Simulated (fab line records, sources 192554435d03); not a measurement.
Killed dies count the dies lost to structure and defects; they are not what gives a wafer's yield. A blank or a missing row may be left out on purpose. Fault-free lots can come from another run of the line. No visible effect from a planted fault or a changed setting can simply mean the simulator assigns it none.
Which of the tools did it?    flow n5Finfet    Sampling: 24 lots, 72 wafers, 6 of 1938 route steps

WHAT EACH GAUGE READ, for each wafer
N5_BEOL_M9_CD_MEAS_18: pitch 140 nm, target cd 70 nm. Usual: 70.0 nm for cdNm, sd 0.68.
lot   measured      on        cdNm (nm)       flag
L074  day 9 15:31   cdSem-03  70.1 70.8 70.7  
L075  day 9 19:16   cdSem-02  69.5 69.9 69.5  
L077  day 10 03:14  cdSem-01  70.1 70.4 70.2  
L078  day 10 08:50  cdSem-03  71.3 70.5 70.4  
L079  day 10 11:49  cdSem-01  70.7 71.5 70.4  
L080  day 10 21:16  cdSem-03  69.3 69.0 69.3  
L081  day 11 09:04  cdSem-03  70.0 69.2 69.1  
L082  day 11 12:39  cdSem-01  70.3 70.4 71.2  
L083  day 12 11:08  cdSem-02  69.3 68.8 69.0  
L084  day 12 19:08  cdSem-01  69.3 70.0 70.7  
L086  day 12 23:06  cdSem-03  70.3 70.3 70.3  
L085  day 12 23:17  cdSem-02  69.1 69.7 69.5  
L087  day 13 06:09  cdSem-01  69.5 70.5 70.1  
L089  day 13 12:25  cdSem-03  70.1 69.3 69.7  
L088  day 13 15:30  cdSem-02  70.7 69.8 69.3  
L090  day 13 15:56  cdSem-02  69.7 70.3 69.9  
L091  day 14 06:58  cdSem-01  69.8 68.8 69.7  
L092  day 14 07:34  cdSem-03  70.2 69.9 70.7  
L093  day 14 10:27  cdSem-03  71.0 70.5 70.7  
L094  day 15 14:22  cdSem-01  68.3 69.6 69.1  
L076  day 15 14:49  cdSem-03  69.5 68.5 69.6  
L095  day 15 19:00  cdSem-03  70.1 71.0 70.5  
L097  day 16 12:07  cdSem-01  71.2 69.7 70.0  
L096  day 17 04:58  cdSem-03  71.1 70.2 68.7  

N5_BEOL_M9_OCD_MEAS_38. Usual: 151 nm for trenchDepthNm, sd 3.1.
lot   measured      on      trenchDepthNm (nm)  flag
L074  day 9 17:30   ocd-01  153 155 155         
L075  day 9 22:43   ocd-01  151 156 151         
L077  day 10 04:20  ocd-02  155 155 154         
L078  day 10 09:52  ocd-01  154 153 151         
L079  day 10 16:00  ocd-01  151 147 154         
L080  day 11 00:30  ocd-02  155 150 152         
L081  day 11 11:01  ocd-01  154 152 150         
L082  day 11 16:10  ocd-02  151 148 153         
L083  day 12 12:53  ocd-02  152 143 155         
L084  day 12 21:05  ocd-02  148 150 150         
L086  day 13 00:22  ocd-01  148 149 149         
L085  day 13 00:48  ocd-02  148 147 149         
L087  day 13 08:19  ocd-01  154 151 152         
L089  day 13 14:35  ocd-01  152 146 151         
L088  day 13 18:52  ocd-01  150 150 150         
L090  day 13 19:17  ocd-01  150 153 152         
L091  day 14 08:08  ocd-02  143 154 151         
L092  day 14 11:58  ocd-02  154 153 153         
L093  day 14 12:08  ocd-01  154 151 152         
L094  day 15 15:41  ocd-02  143 155 152         
L076  day 15 16:27  ocd-02  150 148 149         
L095  day 15 21:41  ocd-01  149 150 150         
L097  day 16 13:23  ocd-02  153 145 155         
L096  day 17 06:16  ocd-02  150 147 148         

N5_BEOL_M10_INSPECT_13: inspects for defects (brightfield). Usual: 400 for rawDefectCount, sd 85.
lot   measured      on                rawDefectCount  flag
L074  day 9 22:53   defectInspect-02  272 390 325     
L075  day 10 04:17  defectInspect-02  364 315 367     
L077  day 10 10:40  defectInspect-02  468 418 302     
L078  day 10 15:13  defectInspect-02  232 388 372     
L079  day 10 21:16  defectInspect-02  434 426 423     
L080  day 11 05:32  defectInspect-01  433 470 459     
L081  day 11 17:46  defectInspect-02  583 529 561     
L082  day 11 20:35  defectInspect-02  352 375 303     
L083  day 12 18:16  defectInspect-01  422 375 429     
L084  day 13 01:22  defectInspect-02  352 286 361     
L086  day 13 06:26  defectInspect-01  323 420 330     
L085  day 13 08:56  defectInspect-02  413 591 438     
L087  day 13 12:38  defectInspect-02  577 357 586     
L089  day 13 19:43  defectInspect-01  282 372 302     
L088  day 13 23:14  defectInspect-01  547 570 554     
L090  day 13 23:46  defectInspect-01  243 274 288     
L091  day 14 13:53  defectInspect-01  384 377 380     
L092  day 14 16:16  defectInspect-02  481 365 442     
L093  day 14 17:26  defectInspect-01  460 436 379     
L094  day 15 22:10  defectInspect-01  579 431 540     
L076  day 15 22:25  defectInspect-01  329 500 439     
L095  day 16 04:04  defectInspect-02  339 444 387     
L097  day 16 18:24  defectInspect-01  366 234 240     
L096  day 17 13:17  defectInspect-02  320 295 301     

TOOL THAT RAN EACH LOT (tool first, then ch and the chambers of the sampled wafers, then the start)
lot   N5_BEOL_M9_STRIP_36                N5_BEOL_M9_DEP_56                N5_BEOL_M10_ILD_DEP_00
L074  rieDiel-02 ch 1,2,3, day 9 17:17   pecvd-02 ch 0,1,2, day 9 20:06   pecvd-01 ch 1,2, day 9 20:14
L075  rieDiel-05 ch 0,3, day 9 22:30     pecvd-01 ch 0,1, day 10 01:20    pecvd-04 ch 0,1, day 10 01:29
L077  rieDiel-02 ch 1,2,3, day 10 04:07  pecvd-02 ch 0,1,2, day 10 08:01  pecvd-03 ch 0,1, day 10 08:10
L078  rieDiel-02 ch 0,1,2, day 10 09:39  pecvd-01 ch 0,1, day 10 12:47    pecvd-01 ch 1,2, day 10 12:55
L079  rieDiel-04 ch 0,2,3, day 10 15:46  pecvd-01 ch 1,2, day 10 18:34    pecvd-03 ch 1, day 10 18:42
L080  rieDiel-04 ch 0,2,3, day 11 00:17  pecvd-01 ch 0,1, day 11 02:41    pecvd-03 ch 1,2, day 11 02:51
L081  rieDiel-02 ch 0,1, day 11 10:47    pecvd-01 ch 0,1,2, day 11 13:53  pecvd-04 ch 0,1,2, day 11 14:01
L082  rieDiel-05 ch 0,2,3, day 11 15:57  pecvd-02 ch 0,1,2, day 11 19:13  pecvd-04 ch 0,2, day 11 19:21
L083  rieDiel-04 ch 0,1,2, day 12 12:40  pecvd-01 ch 0,1, day 12 15:27    pecvd-04 ch 1,2, day 12 15:35
L084  rieDiel-05 ch 1,2, day 12 20:52    pecvd-03 ch 0,2, day 12 23:58    pecvd-03 ch 0,1,2, day 13 00:07
L086  rieDiel-05 ch 1,2,3, day 13 00:09  pecvd-02 ch 0,1,2, day 13 04:46  pecvd-03 ch 0,1,2, day 13 04:53
L085  rieDiel-05 ch 1,2, day 13 00:35    pecvd-01 ch 0,1,2, day 13 05:02  pecvd-03 ch 0,1,2, day 13 05:11
L087  rieDiel-04 ch 0,2,3, day 13 08:05  pecvd-02 ch 0,1,2, day 13 11:04  pecvd-03 ch 0,1, day 13 11:13
L089  rieDiel-04 ch 0,1,3, day 13 14:23  pecvd-01 ch 1,2, day 13 17:16    pecvd-01 ch 0,1,2, day 13 17:24
L088  rieDiel-05 ch 1,3, day 13 18:39    pecvd-02 ch 0,1,2, day 13 21:35  pecvd-04 ch 0,1, day 13 21:43
L090  rieDiel-05 ch 0,1,2, day 13 19:04  pecvd-01 ch 0,1,2, day 13 22:23  pecvd-04 ch 1,2, day 13 22:31
L091  rieDiel-04 ch 0,1,2, day 14 07:56  pecvd-03 ch 0,1,2, day 14 11:58  pecvd-01 ch 1,2, day 14 12:06
L092  rieDiel-02 ch 1,3, day 14 11:45    pecvd-03 ch 1,2, day 14 14:10    pecvd-01 ch 0,1,2, day 14 14:18
L093  rieDiel-05 ch 0,1,3, day 14 11:55  pecvd-03 ch 0,1,2, day 14 14:29  pecvd-04 ch 0,2, day 14 14:38
L094  rieDiel-04 ch 0,1,2, day 15 15:30  pecvd-01 ch 0,1,2, day 15 19:23  pecvd-03 ch 0,1,2, day 15 19:31
L076  rieDiel-05 ch 1,2, day 15 16:14    pecvd-01 ch 1,2, day 15 19:36    pecvd-01 ch 1, day 15 19:45
L095  rieDiel-05 ch 1,2, day 15 21:29    pecvd-01 ch 1,2, day 16 00:38    pecvd-04 ch 0,1, day 16 00:47
L097  rieDiel-04 ch 1,2,3, day 16 13:11  pecvd-03 ch 0,1,2, day 16 16:03  pecvd-01 ch 0,1,2, day 16 16:11
L096  rieDiel-05 ch 1,2,3, day 17 06:04  pecvd-02 ch 0,1, day 17 10:31    pecvd-04 ch 0,1,2, day 17 10:40
- N5_BEOL_M9_STRIP_36: strips in N2/H2.
- N5_BEOL_M9_DEP_56: deposits SiCN from 3MS/NH3, target thk 15 nm, time 26.5 s.
- N5_BEOL_M10_ILD_DEP_00: deposits SiCOH lowk from DEMS/porogen, target thk 308.51 nm, time 58 s.

AS READ BY THE TOOLS THEMSELVES (means over the sampled wafers that have a number; for cases with no such wafer, the mark the record gives instead)
N5_BEOL_M9_STRIP_36. Usual: drypumpMotorCurrentA 5.5 A, standard deviation 0.4; oesProductAu 0.78 a.u., standard deviation 0.081; rfVppV 59.1 V, standard deviation 1.4; showerheadPlenumPTorr 2.55 Torr, standard deviation 0.091; throttleValvePct 23.9 %, standard deviation 0.35.
lot   tool        drypumpMotorCurrentA (A)  oesProductAu (a.u.)  rfVppV (V)  showerheadPlenumPTorr (Torr)  throttleValvePct (%)  flag
L074  rieDiel-02  5.8                       0.84                 58.9        2.65                          23.8                  
L075  rieDiel-05  5.2                       0.81                 58.9        2.48                          23.8                  
L077  rieDiel-02  5.8                       0.84                 59.0        2.64                          23.7                  
L078  rieDiel-02  5.8                       0.81                 58.3        2.60                          23.9                  
L079  rieDiel-04  5.3                       0.75                 59.2        2.58                          23.7                  
L080  rieDiel-04  5.3                       0.75                 58.9        2.57                          23.7                  
L081  rieDiel-02  5.7                       0.80                 59.7        2.56                          24.0                  
L082  rieDiel-05  5.3                       0.79                 59.1        2.48                          23.9                  
L083  rieDiel-04  5.2                       0.77                 57.9        2.61                          23.6                  
L084  rieDiel-05  5.9                       0.74                 58.4        2.46                          24.0                  
L086  rieDiel-05  5.8                       0.74                 58.2        2.46                          23.9                  
L085  rieDiel-05  5.8                       0.74                 58.3        2.46                          24.0                  
L087  rieDiel-04  5.3                       0.84                 60.0        2.57                          23.6                  
L089  rieDiel-04  5.3                       0.79                 60.2        2.58                          23.7                  
L088  rieDiel-05  5.6                       0.72                 58.6        2.46                          23.7                  
L090  rieDiel-05  5.6                       0.80                 60.0        2.53                          24.2                  
L091  rieDiel-04  5.2                       0.75                 59.5        2.61                          23.6                  
L092  rieDiel-02  5.8                       0.85                 59.3        2.66                          23.7                  
L093  rieDiel-05  5.5                       0.78                 58.7        2.52                          24.1                  
L094  rieDiel-04  5.1                       0.73                 59.3        2.60                          23.7                  
L076  rieDiel-05  6.0                       0.74                 58.2        2.51                          24.2                  
L095  rieDiel-05  6.0                       0.74                 58.1        2.51                          24.2                  
L097  rieDiel-04  5.1                       0.81                 59.1        2.56                          23.7                  
L096  rieDiel-05  5.7                       0.71                 56.7        2.45                          23.9                  

N5_BEOL_M9_DEP_56. Usual: showerheadPlenumPTorr 3.662 Torr, standard deviation 0.014; throttleValvePct 8.9 %, standard deviation 0.48.
lot   tool      showerheadPlenumPTorr (Torr)  throttleValvePct (%)  flag
L074  pecvd-02  3.665                         8.7                   
L075  pecvd-01  3.677                         9.2                   
L077  pecvd-02  3.663                         8.9                   
L078  pecvd-01  3.683                         9.1                   
L079  pecvd-01  3.657                         8.9                   
L080  pecvd-01  3.673                         9.2                   
L081  pecvd-01  3.663                         8.9                   
L082  pecvd-02  3.662                         8.9                   
L083  pecvd-01  3.682                         9.4                   
L084  pecvd-03  3.653                         8.5                   
L086  pecvd-02  3.666                         8.9                   
L085  pecvd-01  3.667                         8.9                   
L087  pecvd-02  3.663                         8.8                   
L089  pecvd-01  3.658                         8.7                   
L088  pecvd-02  3.656                         9.0                   
L090  pecvd-01  3.668                         9.1                   
L091  pecvd-03  3.657                         8.7                   
L092  pecvd-03  3.656                         8.2                   
L093  pecvd-03  3.655                         8.9                   
L094  pecvd-01  3.663                         8.9                   
L076  pecvd-01  3.656                         9.0                   
L095  pecvd-01  3.649                         8.6                   
L097  pecvd-03  3.658                         8.8                   
L096  pecvd-02  3.658                         9.2                   

N5_BEOL_M10_ILD_DEP_00. Usual: heaterPowerW 307 W, standard deviation 45; showerheadPlenumPTorr 5.737 Torr, standard deviation 0.015; throttleValvePct 13.5 %, standard deviation 0.68.
lot   tool      heaterPowerW (W)  showerheadPlenumPTorr (Torr)  throttleValvePct (%)  flag
L074  pecvd-01  261               5.739                         13.4                  
L075  pecvd-04  341               5.746                         13.5                  
L077  pecvd-03  309               5.734                         14.0                  
L078  pecvd-01  270               5.724                         13.1                  
L079  pecvd-03  271               5.738                         13.2                  
L080  pecvd-03  269               5.728                         12.9                  
L081  pecvd-04  359               5.734                         13.4                  
L082  pecvd-04  330               5.730                         13.6                  
L083  pecvd-04  360               5.729                         13.2                  
L084  pecvd-03  291               5.728                         13.4                  
L086  pecvd-03  310               5.733                         13.5                  
L085  pecvd-03  302               5.743                         13.4                  
L087  pecvd-03  272               5.734                         13.8                  
L089  pecvd-01  262               5.740                         13.8                  
L088  pecvd-04  366               5.732                         13.9                  
L090  pecvd-04  338               5.741                         13.2                  
L091  pecvd-01  242               5.723                         13.7                  
L092  pecvd-01  280               5.746                         13.7                  
L093  pecvd-04  299               5.730                         13.3                  
L094  pecvd-03  292               5.725                         13.5                  
L076  pecvd-01  261               5.737                         14.1                  
L095  pecvd-04  382               5.736                         13.5                  
L097  pecvd-01  279               5.738                         13.5                  
L096  pecvd-04  333               5.744                         13.6                  

THE ANSWER, worked out from the rows above alone
Rule: a lot counts as off when the mean over its wafers that have a number is more than 3 standard deviations away from the usual mean. Also off: a lot with no number at a reading for which 4 or more lots have one. All remaining lots with rows at the step are treated as sound. The gauges are gone through in route order, then the tools' own readings, and for those a lot's mean is taken as printed above. At the first step where some lot is off, the reading lying furthest off is the one used; lots without a number count as furthest.
No lot is off at any reading shown: from this, nothing can be told.

WHAT THE SIMULATOR PUT IN
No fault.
